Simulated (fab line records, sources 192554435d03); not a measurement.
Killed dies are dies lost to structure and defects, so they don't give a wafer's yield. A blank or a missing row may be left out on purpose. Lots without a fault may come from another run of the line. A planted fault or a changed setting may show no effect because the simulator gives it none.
Chamber matching | flow n5_finfet | N5_SPACER0_ALD_08 on ald_sin-01: 4 sister chambers
The step deposits SiNx, target thk 2 nm. 8 wafers are shown with their chamber, then 8 later ones without.

WAFERS WITH THEIR CHAMBER
wafer  | chamber | heater_power_w (W)
L077.5 | 2       | 827
L078.1 | 1       | 860
L078.6 | 1       | 832
L080.2 | 0       | 877
L081.2 | 0       | 879
L081.5 | 2       | 844
L081.6 | 3       | 848
L082.1 | 3       | 884

WAFERS WITHOUT THEIR CHAMBER
wafer  | heater_power_w (W)
L082.2 | 828
L082.5 | 834
L085.2 | 824
L085.4 | 860
L085.5 | 876
L091.2 | 839
L091.3 | 829
L091.4 | 860

WHICH CHAMBER EACH WENT THROUGH
wafer  | from the rows above               | in truth
L082.2 | can't be placed: 2 or 1 or 3      | 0
L082.5 | can't be placed: 2 or 1 or 3      | 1
L085.2 | can't be placed: 2 or 1 or 3      | 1
L085.4 | can't be placed: 3 or 1 or 0 or 2 | 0
L085.5 | can't be placed: 0 or 3 or 1      | 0
L091.2 | can't be placed: 2 or 1 or 3      | 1
L091.3 | can't be placed: 2 or 1 or 3      | 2
L091.4 | can't be placed: 3 or 1 or 0 or 2 | 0
Placed correctly: 0 of 8. Can't be placed from these rows: 8 (the true chamber is among the candidates in 7). Placed wrongly: 0.
How it was worked out, from the rows above alone: a wafer's distance from a chamber is the root of the sum, over the readings, of the square of ((its reading less the chamber's mean) divided by the reading's scatter). The wafer belongs to the nearest chamber; if the next one is less than 2 further off, it can't be placed. A chamber's mean is the mean of its shown wafers. The scatter: the root of (the sum of the squares of (reading less its chamber's mean) over the shown wafers, divided by (wafers less chambers)).
